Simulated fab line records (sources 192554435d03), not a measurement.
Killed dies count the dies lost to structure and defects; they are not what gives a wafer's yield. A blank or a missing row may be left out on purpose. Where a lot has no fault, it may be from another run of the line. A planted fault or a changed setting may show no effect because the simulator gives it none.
fab line records	flow n5Finfet
record: lots: 24	wafers: 72	lastDay: 19
route steps=1938 shown BEOL_M3@1003 BEOL_M4@1040
lots untouched by any fault: they come from a run of this same line in which no faults occurred
startH: hours from the record's opening day to when the first of the lot's shown wafers began	waitH: time in hours since the lot's previous step	" same as the row above	L1.1+2: a row that stands for several wafers	- no value present, or no start provided	* or withheld: withheld	< > ~ a bound
route shown NAME@n: a module of which the file shows steps, and the number in the route of the first	usual: mean/standard deviation taken from wafers without a fault	same: alike in all rows	chamber/n: place in a boat	sites: each site's reading	_std_site: the values' standard deviation	_edge_site: inner sites' mean taken away from outer sites' mean	radiusMm: for every site, how far away it sits from the centre of the wafer	mask NAME#n: copy n	behind: the tool/chamber that last shaped the wafer	hold: why the lot went on hold/how many hours it stayed there/how the hold came to an end	device: the n, p or np transistor that did not switch	end of line: the tests these same wafers got at the end of their route	a step given without rows: its recipe and nothing more	killed: the dies lost at the first sort to structure and to defects; this is not the yield of the wafer	map: shows each die of a wafer: x if killed, . if not, _ if none is there
set.NAME: the setting the step ran with; set.NAME@STEP: the setting that earlier step ran with	model.NAME: the simulator's own value behind a step, which no gauge read
the route's steps for a sample of lots (tables are steps, rows are wafers)
services: from which hour (startH, from the record's first day; less than 0 if before it) a tool's chamber was out of use, for how many hours, and why
== steps ==
step: N5_BEOL_M3_ANNEAL_89
recipe: tempC: 400	timeS: 240	ambient: vacuum
usual: heaterPowerW: 861/86
same: timeS: 240
lot.wafer	tool	chamber	startH	waitH	heaterPowerW
L074.2	pvdSputter-01	-	159.02	0.0	827
L074.3	"	-	"	"	910
L074.5	"	-	"	"	1048
L075.3	pvdSputter-02	-	164.34	0.0	913
L075.4	"	-	"	"	747
L075.6	"	-	"	"	925
L077.1	pvdSputter-03	-	206.68	0.0	908
L077.2	"	-	"	"	877
L077.5	"	-	"	"	876
L078.2	pvdSputter-01	-	218.35	0.0	840
L078.3	"	-	"	"	1062
L078.6	"	-	"	"	894
L076.1	pvdSputter-01	-	226.53	0.0	1058
L076.5	"	-	"	"	855
L076.6	"	-	"	"	822
L083.1	pvdSputter-03	-	229.36	0.0	766
L083.2	"	-	"	"	843
L083.5	"	-	"	"	876
L081.1	pvdSputter-03	-	233.50	0.0	857
L081.2	"	-	"	"	877
L081.4	"	-	"	"	749
L080.1	pvdSputter-01	-	233.93	0.0	917
L080.3	"	-	"	"	1058
L080.4	"	-	"	"	835
L079.1	pvdSputter-03	-	235.72	0.0	839
L079.2	"	-	"	"	770
L079.3	"	-	"	"	909
L082.1	pvdSputter-01	-	243.82	0.0	861
L082.2	"	-	"	"	917
L082.5	"	-	"	"	901
L084.2	pvdSputter-01	-	246.88	0.0	846
L084.4	"	-	"	"	872
L084.6	"	-	"	"	845
L085.3	pvdSputter-03	-	251.60	0.0	849
L085.5	"	-	"	"	855
L085.6	"	-	"	"	891
L088.1	pvdSputter-02	-	255.73	0.0	955
L088.2	"	-	"	"	785
L088.4	"	-	"	"	793
L086.1	pvdSputter-03	-	257.50	0.0	896
L086.2	"	-	"	"	882
L086.4	"	-	"	"	839
L087.4	pvdSputter-02	-	265.29	0.0	964
L087.5	"	-	"	"	787
L087.6	"	-	"	"	752
L091.1	pvdSputter-03	-	277.97	0.0	766
L091.3	"	-	"	"	876
L091.6	"	-	"	"	908
L089.1	pvdSputter-03	-	284.36	0.0	899
L089.3	"	-	"	"	861
L089.5	"	-	"	"	881
L093.1	pvdSputter-02	-	296.94	0.0	755
L093.3	"	-	"	"	955
L093.5	"	-	"	"	760
L090.1	pvdSputter-02	-	299.62	0.0	793
L090.2	"	-	"	"	934
L090.4	"	-	"	"	770
L092.3	pvdSputter-01	-	302.36	0.0	836
L092.4	"	-	"	"	881
L092.5	"	-	"	"	1076
L094.1	pvdSputter-02	-	304.00	0.0	759
L094.2	"	-	"	"	796
L094.5	"	-	"	"	803
L095.1	pvdSputter-01	-	305.82	0.0	855
L095.5	"	-	"	"	910
L095.6	"	-	"	"	1080
L096.3	pvdSputter-02	-	310.90	0.0	782
L096.5	"	-	"	"	755
L096.6	"	-	"	"	949
L097.1	pvdSputter-03	-	312.74	0.0	856
L097.3	"	-	"	"	862
L097.5	"	-	"	"	882
step: N5_BEOL_M4_ETCH_64
recipe: chemistry: N2/H2	target: SOC	targetDepthA: 750	overetchA: 225	maskMaterial: SiARC	tempC: 40	timeS: 121.9	ionEnergyEv: 200	pressureMtorr: 30	sourceW: 840	biasW: 150	n2FlowSccm: 200	h2FlowSccm: 200
usual: drypumpMotorCurrentA: 5.5/0.46	h2FlowSccm: 200.0/0.57	oesProductAu: 0.61/0.066	rfVppV: 524.1/2.5	showerheadPlenumPTorr: 2.54/0.092	throttleValvePct: 17.72/0.23
same: timeS: 121.9
lot.wafer	tool	chamber	startH	waitH	drypumpMotorCurrentA	h2FlowSccm	oesProductAu	rfHoursCounterH	rfVppV	showerheadPlenumPTorr	throttleValvePct
L074.2	rieDiel-02	3	164.16	0.0	5.7	200.3	0.74	1	522.6	2.47	17.26
L074.3	"	2	"	"	5.2	199.2	0.59	115	528.5	2.65	17.53
L074.5	"	1	"	"	5.4	200.8	0.53	-	523.2	2.52	18.26
L075.3	rieDiel-03	0	167.17	0.0	5.0	199.4	0.66	39	524.9	2.56	17.49
L075.4	"	2	"	"	5.3	201.3	0.55	179	519.9	2.41	17.89
L075.6	"	1	"	"	5.8	199.9	0.53	-	523.9	2.51	17.66
L077.1	rieDiel-03	3	210.95	0.0	4.9	200.6	0.69	18	529.8	2.71	17.56
L077.2	"	2	"	"	5.3	200.3	0.54	193	520.5	2.41	17.90
L077.5	"	3	"	"	4.9	199.8	0.69	-	528.4	2.71	17.56
L078.2	rieDiel-02	2	221.83	0.0	5.2	200.8	0.57	139	525.8	2.63	17.55
L078.3	"	3	"	"	5.7	200.4	0.68	24	521.1	2.46	17.28
L078.6	"	0	"	"	6.3	200.3	0.61	-	522.7	2.54	17.80
L076.1	rieDiel-03	1	231.95	0.0	5.8	200.4	0.53	240	523.0	2.50	17.70
L076.5	"	2	"	"	5.2	199.5	0.54	-	521.0	2.40	17.93
L076.6	"	3	"	"	4.8	200.0	0.68	-	526.7	2.70	17.59
L083.1	rieDiel-02	3	232.91	0.0	5.7	200.0	0.68	28	520.6	2.46	17.29
L083.2	"	1	"	"	5.5	199.9	0.73	7	522.1	2.52	17.91
L083.5	"	0	"	"	6.3	200.9	0.60	-	524.5	2.54	17.80
L081.1	rieDiel-03	3	236.49	0.0	4.9	200.4	0.67	27	527.4	2.70	17.60
L081.2	"	2	"	"	5.3	201.5	0.54	203	521.4	2.40	17.94
L081.4	"	1	"	"	5.8	199.9	0.53	241	523.0	2.50	17.70
L080.1	rieDiel-04	3	236.82	0.0	6.0	200.3	0.68	37	526.0	2.61	17.84
L080.3	"	2	"	"	6.2	199.6	0.68	23	527.6	2.70	17.59
L080.4	"	0	"	"	5.8	200.7	0.52	231	525.2	2.64	17.97
L079.1	rieDiel-04	2	239.26	0.0	6.2	200.3	0.69	24	527.8	2.70	17.59
L079.2	"	0	"	"	5.8	200.3	0.53	231	526.7	2.64	17.98
L079.3	"	3	"	"	6.1	201.0	0.67	38	524.1	2.61	17.83
L082.1	rieDiel-02	1	248.97	0.0	5.5	200.1	0.72	12	523.3	2.52	17.92
L082.2	"	0	"	"	6.4	200.1	0.60	105	524.1	2.54	17.81
L082.5	"	3	"	"	5.7	200.0	0.68	-	523.4	2.46	17.28
L084.2	rieDiel-03	0	252.48	0.0	5.0	199.6	0.62	66	525.3	2.55	17.53
L084.4	"	3	"	"	4.9	199.5	0.66	33	528.0	2.70	17.60
L084.6	"	3	"	"	4.9	199.6	0.66	-	529.0	2.70	17.60
L085.3	rieDiel-04	0	256.09	0.0	5.8	200.1	0.52	236	525.8	2.64	17.99
L085.5	"	0	"	"	5.8	201.1	0.52	-	526.8	2.64	17.99
L085.6	"	3	"	"	6.0	200.1	0.66	-	525.0	2.60	17.84
L088.1	rieDiel-03	2	259.33	0.0	5.3	199.8	0.53	211	521.0	2.40	17.95
L088.2	"	1	"	"	5.8	200.1	0.53	249	522.4	2.50	17.72
L088.4	"	3	"	"	4.9	199.7	0.66	36	527.1	2.70	17.59
L086.1	rieDiel-02	3	263.01	0.0	5.7	200.6	0.67	37	521.6	2.45	17.31
L086.2	"	2	"	"	5.3	200.1	0.56	153	527.6	2.63	17.59
L086.4	"	0	"	"	6.3	199.2	0.60	110	525.5	2.53	17.81
L087.4	rieDiel-04	3	268.79	0.0	6.0	199.8	0.66	48	525.1	2.60	17.84
L087.5	"	2	"	"	6.2	199.8	0.67	-	528.9	2.70	17.58
L087.6	"	3	"	"	6.0	200.7	0.66	-	526.2	2.60	17.86
L091.1	rieDiel-03	3	281.56	0.0	4.8	199.4	0.65	45	527.8	2.69	17.61
L091.3	"	2	"	"	5.2	200.4	0.52	220	520.8	2.40	17.94
L091.6	"	2	"	"	5.2	199.5	0.53	-	520.0	2.40	17.95
L089.1	rieDiel-02	3	288.83	0.0	5.7	200.6	0.66	47	522.2	2.45	17.32
L089.3	"	0	"	"	6.3	200.4	0.59	119	523.2	2.53	17.83
L089.5	"	2	"	"	5.2	199.5	0.56	-	526.6	2.63	17.63
L093.1	rieDiel-03	1	300.63	0.0	5.8	200.3	0.72	6	522.6	2.49	17.41
L093.3	"	2	"	"	5.3	200.5	0.53	225	520.2	2.39	17.96
L093.5	"	1	"	"	5.9	199.6	0.71	-	522.0	2.49	17.40
L090.1	rieDiel-02	3	304.16	0.0	5.7	200.4	0.65	52	520.6	2.45	17.34
L090.2	"	1	"	"	5.5	199.2	0.69	27	523.0	2.51	17.95
L090.4	"	0	"	"	6.4	199.8	0.59	125	525.6	2.53	17.85
L092.3	rieDiel-02	1	307.54	0.0	5.5	199.4	0.69	28	522.7	2.51	17.94
L092.4	"	0	"	"	6.3	199.9	0.59	126	522.7	2.53	17.84
L092.5	"	2	"	"	5.2	199.7	0.55	-	524.6	2.62	17.64
L094.1	rieDiel-03	2	307.85	0.0	5.3	200.3	0.53	227	520.0	2.39	17.99
L094.2	"	3	"	"	4.8	200.1	0.64	53	528.9	2.69	17.64
L094.5	"	3	"	"	4.9	200.6	0.64	-	527.5	2.69	17.63
L095.1	rieDiel-03	3	309.28	0.0	4.9	200.2	0.64	53	528.0	2.69	17.64
L095.5	"	1	"	"	5.8	200.3	0.70	-	521.8	2.49	17.38
L095.6	"	2	"	"	5.3	200.1	0.52	-	520.9	2.39	17.97
L096.3	rieDiel-02	1	314.33	0.0	5.5	199.1	0.68	31	521.7	2.51	17.95
L096.5	"	0	"	"	6.3	200.1	0.59	-	524.9	2.53	17.85
L096.6	"	3	"	"	5.7	198.5	0.64	-	522.0	2.45	17.33
L097.1	rieDiel-02	3	317.40	0.0	5.7	200.3	0.63	56	522.4	2.45	17.33
L097.3	"	0	"	"	6.3	200.6	0.58	129	524.5	2.52	17.84
L097.5	"	3	"	"	5.7	200.1	0.65	-	523.5	2.45	17.34
step: N5_BEOL_M4_OCD_MEAS_38
usual: trenchDepthNm: 55.7/1.4
lot.wafer	tool	chamber	startH	waitH	trenchDepthNm
L074.2	ocd-02	-	171.48	-	56.4
L074.3	"	-	"	"	56.8
L074.5	"	-	"	"	55.8
L075.3	ocd-01	-	182.05	-	57.7
L075.4	"	-	"	"	57.1
L075.6	"	-	"	"	51.4
L077.1	ocd-02	-	223.75	-	55.5
L077.2	"	-	"	"	56.6
L077.5	"	-	"	"	50.3
L078.2	ocd-02	-	227.74	-	55.6
L078.3	"	-	"	"	54.4
L078.6	"	-	"	"	56.5
L076.1	ocd-01	-	234.83	-	52.0
L076.5	"	-	"	"	52.4
L076.6	"	-	"	"	56.3
L083.1	ocd-01	-	238.10	-	55.7
L083.2	"	-	"	"	56.8
L083.5	"	-	"	"	55.1
L081.1	ocd-02	-	241.40	-	56.9
L081.2	"	-	"	"	57.4
L081.4	"	-	"	"	56.2
L080.1	ocd-02	-	244.84	-	55.7
L080.3	"	-	"	"	55.5
L080.4	"	-	"	"	55.4
L079.1	ocd-01	-	252.48	-	55.8
L079.2	"	-	"	"	55.9
L079.3	"	-	"	"	54.9
L082.1	ocd-01	-	255.08	-	55.6
L082.2	"	-	"	"	55.4
L082.5	"	-	"	"	55.9
L084.2	ocd-02	-	268.04	-	55.5
L084.4	"	-	"	"	55.2
L084.6	"	-	"	"	56.2
L085.3	ocd-01	-	271.30	-	55.9
L085.5	"	-	"	"	56.3
L085.6	"	-	"	"	56.2
L088.1	ocd-02	-	271.68	-	56.8
L088.2	"	-	"	"	56.9
L088.4	"	-	"	"	57.1
L086.1	ocd-01	-	271.78	-	54.5
L086.2	"	-	"	"	55.5
L086.4	"	-	"	"	56.0
L087.4	ocd-01	-	280.26	-	56.9
L087.5	"	-	"	"	57.0
L087.6	"	-	"	"	55.7
L091.1	ocd-02	-	294.55	-	55.1
L091.3	"	-	"	"	55.2
L091.6	"	-	"	"	55.0
L089.1	ocd-01	-	300.16	-	54.9
L089.3	"	-	"	"	53.5
L089.5	"	-	"	"	55.5
L093.1	ocd-02	-	313.21	-	54.6
L093.3	"	-	"	"	55.1
L093.5	"	-	"	"	55.4
L090.1	ocd-02	-	317.78	-	56.1
L090.2	"	-	"	"	56.1
L090.4	"	-	"	"	55.9
L092.3	ocd-02	-	317.96	-	55.5
L092.4	"	-	"	"	55.6
L092.5	"	-	"	"	56.8
L094.1	ocd-02	-	322.18	-	55.5
L094.2	"	-	"	"	55.2
L094.5	"	-	"	"	55.4
L095.1	ocd-02	-	326.38	-	57.4
L095.5	"	-	"	"	54.9
L095.6	"	-	"	"	58.5
L096.3	ocd-02	-	344.55	-	56.5
L096.5	"	-	"	"	55.4
L096.6	"	-	"	"	55.6
L097.1	ocd-01	-	344.81	-	56.0
L097.3	"	-	"	"	57.5
L097.5	"	-	"	"	56.4
step: N5_BEOL_M4_PRE_CLEAN_45
recipe: gas: H2/He	timeS: 30	tempC: 250
usual: heaterPowerW: 343/35
same: timeS: 30
lot.wafer	tool	chamber	startH	waitH	heaterPowerW
L074.2	pvdSputter-03	-	171.90	0.0	313
L074.3	"	-	"	"	344
L074.5	"	-	"	"	308
L075.3	pvdSputter-03	-	182.37	0.0	308
L075.4	"	-	"	"	344
L075.6	"	-	"	"	353
L077.1	pvdSputter-02	-	224.52	0.0	290
L077.2	"	-	"	"	383
L077.5	"	-	"	"	309
L078.2	pvdSputter-03	-	227.97	0.0	357
L078.3	"	-	"	"	353
L078.6	"	-	"	"	346
L076.1	pvdSputter-02	-	235.56	0.0	308
L076.5	"	-	"	"	372
L076.6	"	-	"	"	299
L083.1	pvdSputter-01	-	238.75	0.0	335
L083.2	"	-	"	"	357
L083.5	"	-	"	"	435
L081.1	pvdSputter-02	-	242.20	0.0	307
L081.2	"	-	"	"	301
L081.4	"	-	"	"	312
L080.1	pvdSputter-01	-	245.46	0.0	333
L080.3	"	-	"	"	435
L080.4	"	-	"	"	357
L079.1	pvdSputter-02	-	252.97	0.0	303
L079.2	"	-	"	"	318
L079.3	"	-	"	"	302
L082.1	pvdSputter-03	-	255.72	0.0	307
L082.2	"	-	"	"	348
L082.5	"	-	"	"	361
L084.2	pvdSputter-01	-	268.50	0.0	348
L084.4	"	-	"	"	357
L084.6	"	-	"	"	340
L085.3	pvdSputter-02	-	271.96	0.0	304
L085.5	"	-	"	"	313
L085.6	"	-	"	"	309
L088.1	pvdSputter-02	-	272.12	0.0	315
L088.2	"	-	"	"	381
L088.4	"	-	"	"	309
L086.1	pvdSputter-02	-	272.20	0.0	315
L086.2	"	-	"	"	321
L086.4	"	-	"	"	376
L087.4	pvdSputter-01	-	281.03	0.0	337
L087.5	"	-	"	"	344
L087.6	"	-	"	"	332
L091.1	pvdSputter-01	-	294.96	0.0	346
L091.3	"	-	"	"	362
L091.6	"	-	"	"	339
L089.1	pvdSputter-01	-	300.64	0.0	369
L089.3	"	-	"	"	333
L089.5	"	-	"	"	340
L093.1	pvdSputter-03	-	313.66	0.0	305
L093.3	"	-	"	"	354
L093.5	"	-	"	"	302
L090.1	pvdSputter-02	-	318.12	0.0	308
L090.2	"	-	"	"	317
L090.4	"	-	"	"	299
L092.3	pvdSputter-02	-	318.36	0.0	376
L092.4	"	-	"	"	322
L092.5	"	-	"	"	370
L094.1	pvdSputter-01	-	322.75	0.0	423
L094.2	"	-	"	"	349
L094.5	"	-	"	"	349
L095.1	pvdSputter-01	-	328.31	0.0	343
L095.5	"	-	"	"	353
L095.6	"	-	"	"	344
L096.3	pvdSputter-02	-	344.87	0.0	303
L096.5	"	-	"	"	298
L096.6	"	-	"	"	389
L097.1	pvdSputter-03	-	345.15	0.0	342
L097.3	"	-	"	"	301
L097.5	"	-	"	"	304
step: N5_BEOL_M4_SPUTTER_48
recipe: material: Cu	targetThkA: 45	tempC: -20	chamberPressurePa: 0.07	powerW: withheld	timeS: 8.29
usual: chuckGasFlowSccm: 1.27/0.05	throttleValvePct: 29.7/1.3
same: timeS: 8.29
lot.wafer	tool	chamber	startH	waitH	chuckGasFlowSccm	throttleValvePct
L074.2	pvdSputter-03	-	172.52	0.2	1.31	29.2
L074.3	"	-	"	"	1.23	28.1
L074.5	"	-	"	"	1.35	29.7
L075.3	pvdSputter-03	-	183.04	0.1	1.28	28.8
L075.4	"	-	"	"	1.33	28.9
L075.6	"	-	"	"	1.27	28.0
L077.1	pvdSputter-02	-	225.26	0.1	1.27	31.3
L077.2	"	-	"	"	1.26	31.2
L077.5	"	-	"	"	1.21	28.9
L078.2	pvdSputter-03	-	230.24	1.5	1.37	29.2
L078.3	"	-	"	"	1.26	29.6
L078.6	"	-	"	"	1.22	28.8
L076.1	pvdSputter-02	-	236.24	0.2	1.20	31.3
L076.5	"	-	"	"	1.26	28.8
L076.6	"	-	"	"	1.33	31.2
L083.1	pvdSputter-02	-	239.86	0.4	1.29	31.3
L083.2	"	-	"	"	1.31	31.2
L083.5	"	-	"	"	1.27	28.6
L081.1	pvdSputter-02	-	244.62	1.8	1.29	28.9
L081.2	"	-	"	"	1.31	31.4
L081.4	"	-	"	"	1.24	30.2
L080.1	pvdSputter-03	-	246.06	0.1	1.24	28.1
L080.3	"	-	"	"	1.28	28.9
L080.4	"	-	"	"	1.23	29.9
L079.1	pvdSputter-03	-	253.52	0.1	1.32	27.9
L079.2	"	-	"	"	1.32	29.8
L079.3	"	-	"	"	1.34	29.1
L082.1	pvdSputter-01	-	256.31	0.1	1.24	28.3
L082.2	"	-	"	"	1.25	32.8
L082.5	"	-	"	"	1.26	32.8
L084.2	pvdSputter-02	-	269.12	0.2	1.27	31.4
L084.4	"	-	"	"	1.40	31.3
L084.6	"	-	"	"	1.30	31.2
L085.3	pvdSputter-02	-	272.67	0.1	1.30	28.9
L085.5	"	-	"	"	1.29	31.2
L085.6	"	-	"	"	1.36	31.2
L086.1	pvdSputter-03	-	273.25	0.5	1.19	29.6
L086.2	"	-	"	"	1.28	27.5
L086.4	"	-	"	"	1.29	28.9
L088.1	pvdSputter-02	-	274.51	1.6	1.21	31.3
L088.2	"	-	"	"	1.28	31.5
L088.4	"	-	"	"	1.23	28.8
L087.4	pvdSputter-03	-	281.56	0.0	1.29	29.7
L087.5	"	-	"	"	1.28	29.1
L087.6	"	-	"	"	1.29	28.9
L091.1	pvdSputter-03	-	295.70	0.1	1.26	29.0
L091.3	"	-	"	"	1.27	27.8
L091.6	"	-	"	"	1.32	28.0
L089.1	pvdSputter-03	-	301.31	0.1	1.27	28.1
L089.3	"	-	"	"	1.17	28.7
L089.5	"	-	"	"	1.32	29.0
L093.1	pvdSputter-03	-	314.48	0.2	1.31	29.0
L093.3	"	-	"	"	1.39	29.0
L093.5	"	-	"	"	1.25	29.8
L090.1	pvdSputter-03	-	318.98	0.2	1.22	28.7
L090.2	"	-	"	"	1.31	29.2
L090.4	"	-	"	"	1.25	29.9
L092.3	pvdSputter-02	-	320.68	1.5	1.20	30.4
L092.4	"	-	"	"	1.26	31.4
L092.5	"	-	"	"	1.20	31.4
L094.1	pvdSputter-01	-	323.43	0.1	1.28	28.6
L094.2	"	-	"	"	1.31	30.9
L094.5	"	-	"	"	1.33	31.2
L095.1	pvdSputter-02	-	329.04	0.1	1.24	29.0
L095.5	"	-	"	"	1.29	31.5
L095.6	"	-	"	"	1.30	31.4
L096.3	pvdSputter-03	-	345.62	0.1	1.21	29.0
L096.5	"	-	"	"	1.27	28.7
L096.6	"	-	"	"	1.42	27.9
L097.1	pvdSputter-01	-	345.83	0.1	1.15	30.9
L097.3	"	-	"	"	1.24	32.6
L097.5	"	-	"	"	1.16	32.5
step: N5_BEOL_M4_ANNEAL_89
recipe: tempC: 400	timeS: 240	ambient: vacuum
usual: heaterPowerW: 845/75
same: timeS: 240
lot.wafer	tool	chamber	startH	waitH	heaterPowerW
L074.2	pvdSputter-03	-	173.48	0.0	885
L074.3	"	-	"	"	752
L074.5	"	-	"	"	863
L075.3	pvdSputter-03	-	184.00	0.0	900
L075.4	"	-	"	"	853
L075.6	"	-	"	"	750
L077.1	pvdSputter-02	-	226.22	0.0	917
L077.2	"	-	"	"	801
L077.5	"	-	"	"	771
L078.2	pvdSputter-03	-	231.20	0.0	890
L078.3	"	-	"	"	860
L078.6	"	-	"	"	872
L076.1	pvdSputter-02	-	237.20	0.0	941
L076.5	"	-	"	"	767
L076.6	"	-	"	"	815
L083.1	pvdSputter-02	-	240.82	0.0	933
L083.2	"	-	"	"	774
L083.5	"	-	"	"	775
L081.1	pvdSputter-02	-	245.58	0.0	775
L081.2	"	-	"	"	957
L081.4	"	-	"	"	743
L080.1	pvdSputter-03	-	247.02	0.0	776
L080.3	"	-	"	"	852
L080.4	"	-	"	"	847
L079.1	pvdSputter-03	-	254.48	0.0	769
L079.2	"	-	"	"	856
L079.3	"	-	"	"	833
L082.1	pvdSputter-01	-	257.27	0.0	863
L082.2	"	-	"	"	830
L082.5	"	-	"	"	853
L084.2	pvdSputter-02	-	270.08	0.0	790
L084.4	"	-	"	"	939
L084.6	"	-	"	"	950
L085.3	pvdSputter-02	-	273.63	0.0	797
L085.5	"	-	"	"	944
L085.6	"	-	"	"	808
L086.1	pvdSputter-03	-	274.21	0.0	885
L086.2	"	-	"	"	790
L086.4	"	-	"	"	850
L088.1	pvdSputter-02	-	275.47	0.0	772
L088.2	"	-	"	"	932
L088.4	"	-	"	"	809
L087.4	pvdSputter-03	-	282.52	0.0	837
L087.5	"	-	"	"	910
L087.6	"	-	"	"	871
L091.1	pvdSputter-03	-	296.66	0.0	892
L091.3	"	-	"	"	778
L091.6	"	-	"	"	773
L089.1	pvdSputter-03	-	302.27	0.0	753
L089.3	"	-	"	"	860
L089.5	"	-	"	"	867
L093.1	pvdSputter-03	-	315.44	0.0	845
L093.3	"	-	"	"	880
L093.5	"	-	"	"	877
L090.1	pvdSputter-03	-	319.94	0.0	835
L090.2	"	-	"	"	898
L090.4	"	-	"	"	859
L092.3	pvdSputter-02	-	321.64	0.0	748
L092.4	"	-	"	"	795
L092.5	"	-	"	"	928
L094.1	pvdSputter-01	-	324.39	0.0	864
L094.2	"	-	"	"	1073
L094.5	"	-	"	"	1083
L095.1	pvdSputter-02	-	330.00	0.0	788
L095.5	"	-	"	"	790
L095.6	"	-	"	"	954
L096.3	pvdSputter-03	-	346.58	0.0	846
L096.5	"	-	"	"	844
L096.6	"	-	"	"	761
L097.1	pvdSputter-01	-	346.79	0.0	901
L097.3	"	-	"	"	823
L097.5	"	-	"	"	838
== services ==
tool	chamber	startH	hours	kind
rieDiel-04	2	135.83	-	clean
rieDiel-04	2	135.83	-	consumableReplace:focusRing
rieDiel-04	2	135.83	-	consumableReplace:showerhead
rieDiel-04	2	135.83	27.6	scheduledDown
rieDiel-04	2	135.83	27.6	ventCycle
rieDiel-02	3	140.88	-	clean
rieDiel-02	3	140.88	-	consumableReplace:focusRing
rieDiel-02	3	140.88	17.4	scheduledDown
rieDiel-02	3	140.88	17.4	ventCycle
rieDiel-04	0	148.13	4.3	repair
pvdSputter-01	-	155.00	1.1	repair
pvdSputter-01	-	161.50	48.4	repair
rieDiel-02	1	191.74	-	clean
rieDiel-02	1	191.74	-	consumableReplace:focusRing
rieDiel-02	1	191.74	22.8	scheduledDown
rieDiel-02	1	191.74	22.8	ventCycle
rieDiel-03	0	201.11	2.7	repair
rieDiel-04	2	244.17	16.4	repair
rieDiel-03	1	263.46	-	clean
rieDiel-03	1	263.46	-	consumableReplace:focusRing
rieDiel-02	1	286.15	11.8	repair
rieDiel-04	0	302.78	-	clean
rieDiel-04	0	302.78	-	consumableReplace:focusRing
rieDiel-02	3	333.88	28.2	repair
== key ==
fault none
